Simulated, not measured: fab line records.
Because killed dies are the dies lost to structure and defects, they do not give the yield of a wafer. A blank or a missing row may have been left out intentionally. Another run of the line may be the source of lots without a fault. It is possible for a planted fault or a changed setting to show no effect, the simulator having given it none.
fab line records -- flow n5_finfet -- part 1 of 2: steps 1 to 28 of 33
record: lots: 5, wafers: 15, last_day: 18
route steps=1938 shown BEOL_M1@828 BEOL_M2@841
lots with no fault: from the same line, run without faults
start_h: hours from the record's first day to the start of the lot's first wafer shown -- wait_h: time in hours since the lot's previous step -- " as in the row above -- L1.1+2: a row that stands for several wafers -- - no value present, or no start provided -- * or withheld: withheld -- < > ~ a bound
route shown NAME@n: names a module that has steps shown in the file, with the first one's number in the route -- usual: mean/standard deviation of fault-free wafers -- same: alike in all rows -- chamber/n: place in a boat -- sites: the reading at each site -- _std_site: standard deviation across them -- _edge_site: mean of outer sites minus mean of inner sites -- radius_mm: how far each site lies from the wafer's centre -- mask NAME#n: copy n -- behind: tool/chamber where the wafer was last shaped -- hold: why the lot was held/for how many hours/how that ended -- device: the n, p or np transistor that did not switch -- end of line: the tests these same wafers got at the end of their route -- a step given without rows: its recipe and nothing more -- killed: the dies lost at the first sort to structure and to defects; this is not the yield of the wafer -- map: shows each die of a wafer: x if killed, . if not, _ if none is there
set.NAME: setting as actually run; set.NAME@STEP: the setting as run at that earlier step -- model.NAME: the simulator's own value behind a step, which no gauge read
lots at selected steps of the route; one table per step, one row per wafer
services: when a tool's chamber went out of use (start_h, in hours from the record's first day, below 0 if earlier), for how many hours, and the reason
== steps ==
step: N5_BEOL_M1_SPUTTER_94
recipe: material: Cu, target_thk_a: 45, temp_c: -20, chamber_pressure_pa: 0.07, power_w: withheld, time_s: 8.29
usual: chuck_sensor_temp_C: -16.0/0.42, throttle_valve_pct: 30.1/1
lot.wafer,tool,chamber,start_h,wait_h,chuck_sensor_temp_C,throttle_valve_pct
L075.1,pvd_sputter-03,-,137.93,0.1,-16.0,30.0
L075.2,pvd_sputter-03,-,137.93,0.1,-15.4,30.3
L075.6,pvd_sputter-03,-,137.93,0.1,-16.6,28.8
L085.1,pvd_sputter-03,-,191.08,0.1,-15.9,30.2
L085.3,pvd_sputter-03,-,191.08,0.1,-15.5,30.2
L085.6,pvd_sputter-03,-,191.08,0.1,-15.3,30.3
L087.1,pvd_sputter-03,-,210.50,0.1,-15.9,31.1
L087.2,pvd_sputter-03,-,210.50,0.1,-15.9,30.0
L087.5,pvd_sputter-03,-,210.50,0.1,-16.6,28.5
L095.2,pvd_sputter-01,-,257.07,0.1,-15.3,30.3
L095.5,pvd_sputter-01,-,257.07,0.1,-16.2,29.8
L095.6,pvd_sputter-01,-,257.07,0.1,-15.4,31.7
L097.2,pvd_sputter-01,-,262.98,0.1,-15.4,30.0
L097.3,pvd_sputter-01,-,262.98,0.1,-16.1,29.8
L097.4,pvd_sputter-01,-,262.98,0.1,-16.5,30.3
step: N5_BEOL_M1_ANNEAL_95
recipe: temp_c: 400, time_s: 240, ambient: vacuum
usual: heater_power_w: 841/69
lot.wafer,tool,chamber,start_h,wait_h,heater_power_w
L075.1,pvd_sputter-03,-,138.01,0.0,820
L075.2,pvd_sputter-03,-,138.01,0.0,722
L075.6,pvd_sputter-03,-,138.01,0.0,827
L085.1,pvd_sputter-03,-,191.16,0.0,852
L085.3,pvd_sputter-03,-,191.16,0.0,729
L085.6,pvd_sputter-03,-,191.16,0.0,732
L087.1,pvd_sputter-03,-,210.58,0.0,886
L087.2,pvd_sputter-03,-,210.58,0.0,862
L087.5,pvd_sputter-03,-,210.58,0.0,841
L095.2,pvd_sputter-01,-,257.15,0.0,739
L095.5,pvd_sputter-01,-,257.15,0.0,744
L095.6,pvd_sputter-01,-,257.15,0.0,923
L097.2,pvd_sputter-01,-,263.06,0.0,726
L097.3,pvd_sputter-01,-,263.06,0.0,732
L097.4,pvd_sputter-01,-,263.06,0.0,949
step: N5_BEOL_M1_SPUTTER_96
recipe: material: Cu, target_thk_a: 45, temp_c: -20, chamber_pressure_pa: 0.07, power_w: withheld, time_s: 8.29
usual: chuck_sensor_temp_C: -16.0/0.43, throttle_valve_pct: 30.1/1
lot.wafer,tool,chamber,start_h,wait_h,chuck_sensor_temp_C,throttle_valve_pct
L075.1,pvd_sputter-03,-,138.15,0.1,-16.1,30.1
L075.2,pvd_sputter-03,-,138.15,0.1,-15.4,30.1
L075.6,pvd_sputter-03,-,138.15,0.1,-16.6,28.8
L085.1,pvd_sputter-03,-,191.30,0.1,-16.0,29.9
L085.3,pvd_sputter-03,-,191.30,0.1,-15.5,30.3
L085.6,pvd_sputter-03,-,191.30,0.1,-15.5,30.5
L087.1,pvd_sputter-03,-,210.72,0.1,-15.8,31.5
L087.2,pvd_sputter-03,-,210.72,0.1,-16.0,30.3
L087.5,pvd_sputter-03,-,210.72,0.1,-16.7,28.8
L095.2,pvd_sputter-01,-,257.29,0.1,-15.4,29.9
L095.5,pvd_sputter-01,-,257.29,0.1,-16.0,29.7
L095.6,pvd_sputter-01,-,257.29,0.1,-15.5,32.0
L097.2,pvd_sputter-01,-,263.20,0.1,-15.4,30.0
L097.3,pvd_sputter-01,-,263.20,0.1,-16.3,29.8
L097.4,pvd_sputter-01,-,263.20,0.1,-16.8,29.9
step: N5_BEOL_M1_ECD_50
recipe: material: Cu, target_thk_a: 3000
lot.wafer,tool,chamber,start_h,wait_h
L075.1+2+6,ecd_cu-02,"1,0,1",138.27,0.1
L085.1+3+6,ecd_cu-01,"1,0,1",191.41,0.1
L087.1+2+5,ecd_cu-01,"1,0,0",210.84,0.1
L095.2+5+6,ecd_cu-01,"1,0,1",257.40,0.1
L097.2+3+4,ecd_cu-01,"0,0,1",263.32,0.1
step: N5_BEOL_M1_ANNEAL_51
recipe: temp_c: 225, time_s: 90, ambient: N2
usual: wafer_temp_C_max: 225.82/0.23
lot.wafer,tool,chamber,start_h,wait_h,wafer_temp_C_max
L075.1,rtp_anneal-02,0,138.35,0.1,226.13
L075.2,rtp_anneal-02,0,138.35,0.1,225.75
L075.6,rtp_anneal-02,0,138.35,0.1,226.09
L085.1,rtp_anneal-01,0,191.49,0.1,226.19
L085.3,rtp_anneal-01,0,191.49,0.1,226.19
L085.6,rtp_anneal-01,0,191.49,0.1,226.71
L087.1,rtp_anneal-01,0,210.92,0.1,225.64
L087.2,rtp_anneal-01,0,210.92,0.1,225.76
L087.5,rtp_anneal-01,0,210.92,0.1,225.95
L095.2,rtp_anneal-01,0,257.53,0.1,225.86
L095.5,rtp_anneal-01,0,257.53,0.1,225.77
L095.6,rtp_anneal-01,0,257.53,0.1,225.90
L097.2,rtp_anneal-01,0,263.44,0.1,226.01
L097.3,rtp_anneal-01,0,263.44,0.1,225.70
L097.4,rtp_anneal-01,0,263.44,0.1,225.66
step: N5_BEOL_M1_CMP_52
recipe: stop_on: SiOC, t_overpolish_s: 6.8, down_force_psi: 1, platen_rpm: 50, clearing_platen_down_force_psi: 1.5, clearing_platen_rpm: 50, post_cmp_clean: cu_alkaline, target_thk_nm: 40, clearing_platen_pad_velocity_m_s: 0.99484, pad_velocity_m_s: 0.99484
usual: barrier_field_endpoint_s: 25.0/0.63, motor_current_A: 5.7/0.79, overpolish_run_s: 6.801/0.0094, pad_life_wafers: 1106/470, time_to_endpoint_s: 65.0/2.7
lot.wafer,tool,chamber,start_h,wait_h,barrier_field_endpoint_s,motor_current_A,overpolish_run_s,pad_life_wafers,time_to_endpoint_s
L075.2,cmp-02,3,138.68,0.2,26.2,4.9,6.804,1093,68.3
L075.1,cmp-02,0,138.68,0.2,24.2,5.9,6.782,1094,65.8
L075.6,cmp-02,2,138.68,0.2,25.4,4.6,6.803,-,66.1
L085.1,cmp-04,0,191.83,0.3,25.0,4.7,6.820,1099,68.1
L085.3,cmp-04,1,191.83,0.3,25.5,6.3,6.794,1100,69.0
L085.6,cmp-04,3,191.83,0.3,25.5,5.8,6.798,-,67.4
L087.2,cmp-01,0,211.21,0.2,24.4,7.3,6.793,498,64.1
L087.1,cmp-01,2,211.21,0.2,25.9,6.4,6.804,500,69.6
L087.5,cmp-01,1,211.21,0.2,25.3,5.8,6.794,-,63.3
L095.2,cmp-04,3,257.89,0.3,24.5,5.7,6.795,1611,67.3
L095.6,cmp-04,0,257.89,0.3,25.0,4.9,6.812,-,69.6
L095.5,cmp-04,1,257.89,0.3,25.1,6.6,6.813,-,64.1
L097.2,cmp-04,2,263.69,0.2,23.8,5.4,6.802,1650,63.5
L097.3,cmp-04,3,263.69,0.2,23.6,5.6,6.798,1651,65.3
L097.4,cmp-04,0,263.69,0.2,23.5,4.6,6.807,1652,62.3
step: N5_BEOL_M1_THK_MEAS_53
recipe: thk_meas_gauge: xrf, reads: Cu_of_BEOL_M1_ECD_50
usual: M1_THK: 40.7/1.4
lot.wafer,tool,chamber,start_h,wait_h,M1_THK[nm]
L075.1,film_metro-02,-,138.94,-,41.0
L075.2,film_metro-02,-,138.94,-,40.6
L075.6,film_metro-02,-,138.94,-,43.4
L085.1,film_metro-01,-,192.08,-,39.8
L085.3,film_metro-01,-,192.08,-,38.8
L085.6,film_metro-01,-,192.08,-,40.7
L087.1,film_metro-02,-,211.51,-,43.1
L087.2,film_metro-02,-,211.51,-,37.9
L087.5,film_metro-02,-,211.51,-,41.3
L095.2,film_metro-02,-,258.08,-,40.1
L095.5,film_metro-02,-,258.08,-,39.3
L095.6,film_metro-02,-,258.08,-,40.7
L097.2,film_metro-02,-,263.99,-,36.1
L097.3,film_metro-02,-,263.99,-,38.3
L097.4,film_metro-02,-,263.99,-,37.9
step: N5_BEOL_M1_PRE_CLEAN_60
recipe: gas: NH3/H2, time_s: 15, temp_c: *, rf_power_w: 300
usual: heater_power_outer_w: 22/6.5, heater_power_w: 83/7.1
lot.wafer,tool,chamber,start_h,wait_h,heater_power_outer_w,heater_power_w
L075.1,cvd_co-02,0,138.98,0.0,19,75
L075.2,cvd_co-02,2,138.98,0.0,11,71
L075.6,cvd_co-02,0,138.98,0.0,19,76
L085.1,cvd_co-02,0,192.12,0.0,19,79
L085.3,cvd_co-02,2,192.12,0.0,12,71
L085.6,cvd_co-02,0,192.12,0.0,19,80
L087.1,cvd_co-02,2,211.54,0.0,12,71
L087.2,cvd_co-02,0,211.54,0.0,19,78
L087.5,cvd_co-02,2,211.54,0.0,12,73
L095.2,cvd_co-02,0,258.36,0.3,19,78
L095.5,cvd_co-02,2,258.36,0.3,12,72
L095.6,cvd_co-02,1,258.36,0.3,35,84
L097.2,cvd_co-01,0,264.02,0.0,25,93
L097.3,cvd_co-01,2,264.02,0.0,23,81
L097.4,cvd_co-01,0,264.02,0.0,25,94
step: N5_BEOL_M1_CO_CAP_55
recipe: material: Co, target_thk_a: 20, temp_c: 200, precursor: CCTBA/H2, pressure_torr: 30, time_s: 102.1
usual: heater_power_outer_w: 126/8, heater_power_w: 233/9.2
lot.wafer,tool,chamber,start_h,wait_h,heater_power_outer_w,heater_power_w
L075.1,cvd_co-02,0,139.02,0.0,121,223
L075.2,cvd_co-02,2,139.02,0.0,112,220
L075.6,cvd_co-02,0,139.02,0.0,122,224
L085.1,cvd_co-02,0,192.16,0.0,123,226
L085.3,cvd_co-02,2,192.16,0.0,115,225
L085.6,cvd_co-02,0,192.16,0.0,121,224
L087.1,cvd_co-02,2,211.58,0.0,111,225
L087.2,cvd_co-02,0,211.58,0.0,122,229
L087.5,cvd_co-02,2,211.58,0.0,112,217
L095.2,cvd_co-02,0,258.40,0.0,123,227
L095.5,cvd_co-02,2,258.40,0.0,114,220
L095.6,cvd_co-02,1,258.40,0.0,142,224
L097.2,cvd_co-01,0,264.06,0.0,130,250
L097.3,cvd_co-01,2,264.06,0.0,126,236
L097.4,cvd_co-01,0,264.06,0.0,132,254
step: N5_BEOL_M1_PRE_CLEAN_56
recipe: gas: NH3, time_s: 15, temp_c: withheld, rf_power_w: 300
lot.wafer,tool,chamber,start_h,wait_h
L075.1+2+6,pecvd-03,"0,2,0",139.11,0.1
L085.1+3+6,pecvd-03,"1,0,0",192.25,0.1
L087.1+2+5,pecvd-03,"1,0,1",211.67,0.1
L095.2+5+6,pecvd-04,"2,1,2",258.50,0.1
L097.2+3+4,pecvd-04,"2,0,2",264.15,0.1
step: N5_BEOL_M1_DEP_57
recipe: material: SiCN, target_thk_a: 80, temp_c: withheld, precursor: 3MS/NH3, pressure_torr: 3, rf_w: 202, time_s: 14
usual: showerhead_plenum_p_Torr: 3.671/0.016, throttle_valve_pct: 8.9/0.42
lot.wafer,tool,chamber,start_h,wait_h,showerhead_plenum_p_Torr,throttle_valve_pct
L075.1,pecvd-03,0,139.13,0.0,3.687,8.7
L075.2,pecvd-03,2,139.13,0.0,3.649,8.6
L075.6,pecvd-03,0,139.13,0.0,3.689,9.0
L085.1,pecvd-03,1,192.28,0.0,3.674,9.8
L085.3,pecvd-03,0,192.28,0.0,3.687,8.8
L085.6,pecvd-03,0,192.28,0.0,3.686,8.8
L087.1,pecvd-03,1,211.70,0.0,3.664,9.8
L087.2,pecvd-03,0,211.70,0.0,3.685,9.0
L087.5,pecvd-03,1,211.70,0.0,3.667,9.4
L095.2,pecvd-04,2,258.52,0.0,3.667,8.8
L095.5,pecvd-04,1,258.52,0.0,3.678,8.4
L095.6,pecvd-04,2,258.52,0.0,3.662,8.8
L097.2,pecvd-04,2,264.18,0.0,3.669,8.9
L097.3,pecvd-04,0,264.18,0.0,3.695,9.0
L097.4,pecvd-04,2,264.18,0.0,3.668,8.7
step: N5_BEOL_M1_RS_MEAS_58
recipe: thk_meas_gauge: four-point-probe, reads: Co_of_BEOL_M1_CO_CAP_55+Cu_of_BEOL_M1_ECD_50+Co_of_BEOL_M1_CVD_47+TaN_of_BEOL_M1_ALD_84
usual: M1_RS: 0.662/0.028
lot.wafer,tool,chamber,start_h,wait_h,M1_RS[ohm/sq]
L075.1,film_metro-02,-,139.20,0.0,0.651
L075.2,film_metro-02,-,139.20,0.0,0.667
L075.6,film_metro-02,-,139.20,0.0,0.609
L085.1,film_metro-01,-,192.35,0.0,0.688
L085.3,film_metro-01,-,192.35,0.0,0.709
L085.6,film_metro-01,-,192.35,0.0,0.668
L087.1,film_metro-02,-,211.77,0.0,0.614
L087.2,film_metro-02,-,211.77,0.0,0.727
L087.5,film_metro-02,-,211.77,0.0,0.649
L095.2,film_metro-01,-,258.59,0.1,0.673
L095.5,film_metro-01,-,258.59,0.1,0.686
L095.6,film_metro-01,-,258.59,0.1,0.654
L097.2,film_metro-02,-,264.25,0.1,0.768
L097.3,film_metro-02,-,264.25,0.1,0.704
L097.4,film_metro-02,-,264.25,0.1,0.715
step: N5_BEOL_M1_INSPECT_59
recipe: inspect_instrument: darkfield, mode: post_dep
usual: raw_defect_count: 68/20
lot.wafer,tool,chamber,start_h,wait_h,raw_defect_count
L075.1,defect_inspect-02,-,139.23,0.0,93
L075.2,defect_inspect-02,-,139.23,0.0,90
L075.6,defect_inspect-02,-,139.23,0.0,85
L085.1,defect_inspect-01,-,192.37,0.0,61
L085.3,defect_inspect-01,-,192.37,0.0,45
L085.6,defect_inspect-01,-,192.37,0.0,69
L087.1,defect_inspect-02,-,211.79,0.0,69
L087.2,defect_inspect-02,-,211.79,0.0,53
L087.5,defect_inspect-02,-,211.79,0.0,43
L095.2,defect_inspect-02,-,258.61,0.0,60
L095.5,defect_inspect-02,-,258.61,0.0,45
L095.6,defect_inspect-02,-,258.61,0.0,96
L097.2,defect_inspect-01,-,264.27,0.0,61
L097.3,defect_inspect-01,-,264.27,0.0,101
L097.4,defect_inspect-01,-,264.27,0.0,70
step: N5_BEOL_M2_ILD_DEP_00
recipe: material: SiOC, target_thk_a: 790, temp_c: 350, precursor: DEMS/O2, pressure_torr: 5, rf_w: 500, time_s: 15.3
usual: heater_power_outer_w: 274/43, heater_power_w: 512/83, showerhead_plenum_p_Torr: 5.695/0.017, throttle_valve_pct: 11.8/0.46
lot.wafer,tool,chamber,start_h,wait_h,heater_power_outer_w,heater_power_w,showerhead_plenum_p_Torr,throttle_valve_pct
L075.1,pecvd-01,0,139.26,0.0,301,543,5.708,11.9
L075.2,pecvd-01,2,139.26,0.0,271,548,5.698,12.6
L075.6,pecvd-01,1,139.26,0.0,215,413,5.666,11.5
L085.1,pecvd-03,0,192.41,0.0,343,601,5.716,11.7
L085.3,pecvd-03,1,192.41,0.0,327,565,5.703,12.5
L085.6,pecvd-03,2,192.41,0.0,304,526,5.674,11.4
L087.1,pecvd-03,0,211.83,0.0,343,589,5.714,11.7
L087.2,pecvd-03,2,211.83,0.0,260,468,5.686,11.3
L087.5,pecvd-03,0,211.83,0.0,339,590,5.709,11.8
L095.2,pecvd-03,1,258.65,0.0,321,575,5.702,12.5
L095.5,pecvd-03,0,258.65,0.0,349,598,5.723,11.9
L095.6,pecvd-03,1,258.65,0.0,318,564,5.705,12.7
L097.2,pecvd-03,2,264.31,0.0,256,480,5.672,11.4
L097.3,pecvd-03,2,264.31,0.0,252,466,5.671,11.6
L097.4,pecvd-03,0,264.31,0.0,290,532,5.703,11.9
step: N5_BEOL_M2_THK_MEAS_01
recipe: reads: SiOC_of_BEOL_M2_ILD_DEP_00
usual: M2_ILD_THK: 78.9/1.1
lot.wafer,tool,chamber,start_h,wait_h,M2_ILD_THK[nm]
L075.1,film_metro-01,-,139.33,0.0,78.3
L075.2,film_metro-01,-,139.33,0.0,77.8
L075.6,film_metro-01,-,139.33,0.0,78.8
L085.1,film_metro-01,-,192.48,0.0,79.1
L085.3,film_metro-01,-,192.48,0.0,78.9
L085.6,film_metro-01,-,192.48,0.0,80.5
L087.1,film_metro-02,-,211.90,0.0,77.6
L087.2,film_metro-02,-,211.90,0.0,77.8
L087.5,film_metro-02,-,211.90,0.0,79.3
L095.2,film_metro-02,-,258.72,0.1,79.2
L095.5,film_metro-02,-,258.72,0.1,79.8
L095.6,film_metro-02,-,258.72,0.1,80.0
L097.2,film_metro-01,-,264.39,0.1,77.5
L097.3,film_metro-01,-,264.39,0.1,78.9
L097.4,film_metro-01,-,264.39,0.1,79.1
step: N5_BEOL_M2_PECVD_72
recipe: material: SiO2, target_thk_a: 160, temp_c: 400, precursor: TEOS/O2, pressure_torr: 5.5, rf_w: 450, teos_flow_sccm: 53.8, gas: O2, flow_sccm: 3000, time_s: 18
usual: heater_power_outer_w: 432/60, heater_power_w: 745/110, showerhead_plenum_p_Torr: 8.79/0.072, throttle_valve_pct: 22.1/0.89
lot.wafer,tool,chamber,start_h,wait_h,heater_power_outer_w,heater_power_w,showerhead_plenum_p_Torr,throttle_valve_pct
L075.1,pecvd-02,0,139.37,0.0,406,611,8.74,20.9
L075.2,pecvd-02,2,139.37,0.0,443,767,8.72,21.7
L075.6,pecvd-02,1,139.37,0.0,503,900,8.83,22.6
L085.1,pecvd-02,0,192.51,0.0,341,532,8.77,21.0
L085.3,pecvd-02,1,192.51,0.0,501,937,8.81,22.6
L085.6,pecvd-02,0,192.51,0.0,349,527,8.76,21.2
L087.1,pecvd-02,0,211.93,0.0,330,539,8.74,20.9
L087.2,pecvd-02,1,211.93,0.0,548,962,8.83,22.8
L087.5,pecvd-02,2,211.93,0.0,431,755,8.71,22.1
L095.2,pecvd-01,0,258.76,0.0,458,791,8.87,22.3
L095.5,pecvd-01,2,258.76,0.0,432,771,8.81,20.5
L095.6,pecvd-01,1,258.76,0.0,368,624,8.72,21.7
L097.2,pecvd-02,0,264.43,0.0,419,643,8.77,20.9
L097.3,pecvd-02,2,264.43,0.0,432,751,8.70,22.2
L097.4,pecvd-02,2,264.43,0.0,448,766,8.72,22.4
step: N5_BEOL_M2_HM_DEP_02
recipe: material: TiN, target_thk_a: 200, temp_c: 25, chamber_pressure_pa: 0.49996
usual: throttle_valve_pct: 30.1/1
lot.wafer,tool,chamber,start_h,wait_h,throttle_valve_pct
L075.1,pvd_sputter-03,-,140.59,1.2,28.6
L075.2,pvd_sputter-03,-,140.59,1.2,30.2
L075.6,pvd_sputter-03,-,140.59,1.2,31.4
L085.1,pvd_sputter-02,-,194.92,2.4,31.5
L085.3,pvd_sputter-02,-,194.92,2.4,29.6
L085.6,pvd_sputter-02,-,194.92,2.4,28.2
L087.1,pvd_sputter-02,-,213.94,2.0,32.1
L087.2,pvd_sputter-02,-,213.94,2.0,29.8
L087.5,pvd_sputter-02,-,213.94,2.0,28.1
L095.2,pvd_sputter-02,-,260.23,1.5,29.6
L095.5,pvd_sputter-02,-,260.23,1.5,29.7
L095.6,pvd_sputter-02,-,260.23,1.5,32.0
L097.2,pvd_sputter-03,-,265.91,1.5,30.0
L097.3,pvd_sputter-03,-,265.91,1.5,31.4
L097.4,pvd_sputter-03,-,265.91,1.5,28.9
step: N5_BEOL_M2_COAT_61
recipe: resist: SOC, temp_c: 250, time_s: 60, spin_rpm: 1500, resist_thk_nm: 60
lot.wafer,tool,chamber,start_h,wait_h
L075.1+2+6,litho_track-05,0,140.72,0.1
L085.1+3+6,litho_track-01,0,195.04,0.1
L087.1+2+5,litho_track-04,0,214.07,0.1
L095.2+5+6,litho_track-05,0,260.35,0.1
L097.2+3+4,litho_track-05,0,266.03,0.1
step: N5_BEOL_M2_COAT_62
recipe: resist: SiARC, temp_c: 220, time_s: 60, spin_rpm: 1500, resist_thk_nm: 12
lot.wafer,tool,chamber,start_h,wait_h
L075.1+2+6,litho_track-05,0,-,-
L085.1+3+6,litho_track-01,0,-,-
L087.1+2+5,litho_track-04,0,-,-
L095.2+5+6,litho_track-05,0,-,-
L097.2+3+4,litho_track-05,0,-,-
step: N5_BEOL_M2_COAT_73
recipe: resist: underlayer, temp_c: 205, time_s: 60, spin_rpm: 1500, resist_thk_nm: 5
lot.wafer,tool,chamber,start_h,wait_h
L075.1+2+6,litho_track-05,0,-,-
L085.1+3+6,litho_track-01,0,-,-
L087.1+2+5,litho_track-04,0,-,-
L095.2+5+6,litho_track-05,0,-,-
L097.2+3+4,litho_track-05,0,-,-
step: N5_BEOL_M2_COAT_05
recipe: resist: CAR-EUV, spin_rpm: 1500, resist_thk_nm: 30
lot.wafer,tool,chamber,start_h,wait_h
L075.1+2+6,litho_track-05,0,-,-
L085.1+3+6,litho_track-01,0,-,-
L087.1+2+5,litho_track-04,0,-,-
L095.2+5+6,litho_track-05,0,-,-
L097.2+3+4,litho_track-05,0,-,-
step: N5_BEOL_M2_EBR_07
recipe: solvent: PGMEA, ebr_width_mm: 1.5
lot.wafer,tool,chamber,start_h,wait_h
L075.1+2+6,litho_track-05,0,-,-
L085.1+3+6,litho_track-01,0,-,-
L087.1+2+5,litho_track-04,0,-,-
L095.2+5+6,litho_track-05,0,-,-
L097.2+3+4,litho_track-05,0,-,-
step: N5_BEOL_M2_SOFTBAKE_06
recipe: temp_c: 110, time_s: 60, resist: CAR-EUV
lot.wafer,tool,chamber,start_h,wait_h
L075.1+2+6,litho_track-05,0,-,-
L085.1+3+6,litho_track-01,0,-,-
L087.1+2+5,litho_track-04,0,-,-
L095.2+5+6,litho_track-05,0,-,-
L097.2+3+4,litho_track-05,0,-,-
step: N5_BEOL_M2_EXPOSE_08
recipe: mask_id: M2, na: 0.33, source_shape: dipole, sigma_inner: 0.369, sigma_outer: 0.767, polarization: unpolarized, dose_mj: 41.25
usual: stage_msd_nm: 0.87/0.032
lot.wafer,tool,chamber,start_h,wait_h,mask,stage_msd_nm
L075.1,euv_scanner-01,0,140.86,-,M2#0,0.92
L075.2,euv_scanner-01,0,140.86,-,M2#0,0.92
L075.6,euv_scanner-01,0,140.86,-,M2#0,0.92
L085.1,euv_scanner-02,0,195.31,-,M2#0,0.84
L085.3,euv_scanner-02,0,195.31,-,M2#0,0.84
L085.6,euv_scanner-02,0,195.31,-,M2#0,0.84
L087.1,euv_scanner-01,0,214.33,-,M2#0,0.91
L087.2,euv_scanner-01,0,214.33,-,M2#0,0.91
L087.5,euv_scanner-01,0,214.33,-,M2#0,0.91
L095.2,euv_scanner-01,0,260.50,-,M2#0,0.92
L095.5,euv_scanner-01,0,260.50,-,M2#0,0.92
L095.6,euv_scanner-01,0,260.50,-,M2#0,0.92
L097.2,euv_scanner-02,0,266.30,-,M2#0,0.85
L097.3,euv_scanner-02,0,266.30,-,M2#0,0.85
L097.4,euv_scanner-02,0,266.30,-,M2#0,0.85
step: N5_BEOL_M2_PEB_09
recipe: peb_temp_c: 100, peb_time_s: 60, resist: CAR-EUV
lot.wafer,tool,chamber,start_h,wait_h
L075.1+2+6,litho_track-04,0,140.92,0.1
L085.1+3+6,litho_track-05,0,195.37,0.1
L087.1+2+5,litho_track-05,0,214.39,0.1
L095.2+5+6,litho_track-05,0,260.55,0.1
L097.2+3+4,litho_track-05,0,266.36,0.1
step: N5_BEOL_M2_DEVELOP_10
recipe: develop_time_s: 30, developer: TMAH, resist: CAR-EUV, rinse_liquid: surfactant_rinse, dry: air_spin, dev_temp_c: 23
lot.wafer,tool,chamber,start_h,wait_h
L075.1+2+6,litho_track-04,0,-,-
L085.1+3+6,litho_track-05,0,-,-
L087.1+2+5,litho_track-05,0,-,-
L095.2+5+6,litho_track-05,0,-,-
L097.2+3+4,litho_track-05,0,-,-
step: N5_BEOL_M2_CD_MEAS_11
recipe: target_cd_nm: 16.79, landing_energy_ev: 500, detector: se_inlens, polarity: opening
usual: cd_nm: 16.80/0.22
lot.wafer,tool,chamber,start_h,wait_h,cd_nm
L075.1,cd_sem-02,0,140.99,-,16.93
L075.2,cd_sem-02,0,140.99,-,17.08
L075.6,cd_sem-02,0,140.99,-,16.71
L085.1,cd_sem-03,0,195.44,-,16.95
L085.3,cd_sem-03,0,195.44,-,16.87
L085.6,cd_sem-03,0,195.44,-,17.00
L087.1,cd_sem-01,0,214.46,-,17.16
L087.2,cd_sem-01,0,214.46,-,16.65
L087.5,cd_sem-01,0,214.46,-,16.77
L095.2,cd_sem-03,0,260.62,-,16.74
L095.5,cd_sem-03,0,260.62,-,16.67
L095.6,cd_sem-03,0,260.62,-,16.78
L097.2,cd_sem-01,0,266.43,-,16.48
L097.3,cd_sem-01,0,266.43,-,16.68
L097.4,cd_sem-01,0,266.43,-,16.53
step: N5_BEOL_M2_OVL_MEAS_12
recipe: points_per_wafer: 522
usual: M2_OVL: -0.1/0.77
lot.wafer,tool,chamber,start_h,wait_h,M2_OVL[nm]
L075.1,overlay-02,0,141.02,0.0,-0.5
L075.2,overlay-02,0,141.02,0.0,-0.5
L075.6,overlay-02,0,141.02,0.0,-1.1
L085.1,overlay-02,0,195.47,0.0,0.8
L085.3,overlay-02,0,195.47,0.0,0.4
L085.6,overlay-02,0,195.47,0.0,1.5
L087.1,overlay-02,0,214.49,0.0,-2.2
L087.2,overlay-02,0,214.49,0.0,0.2
L087.5,overlay-02,0,214.49,0.0,-1.1
L095.2,overlay-01,0,260.66,0.0,0.5
L095.5,overlay-01,0,260.66,0.0,-1.2
L095.6,overlay-01,0,260.66,0.0,-0.2
L097.2,overlay-01,0,266.46,0.0,0.9
L097.3,overlay-01,0,266.46,0.0,0.3
L097.4,overlay-01,0,266.46,0.0,0.1
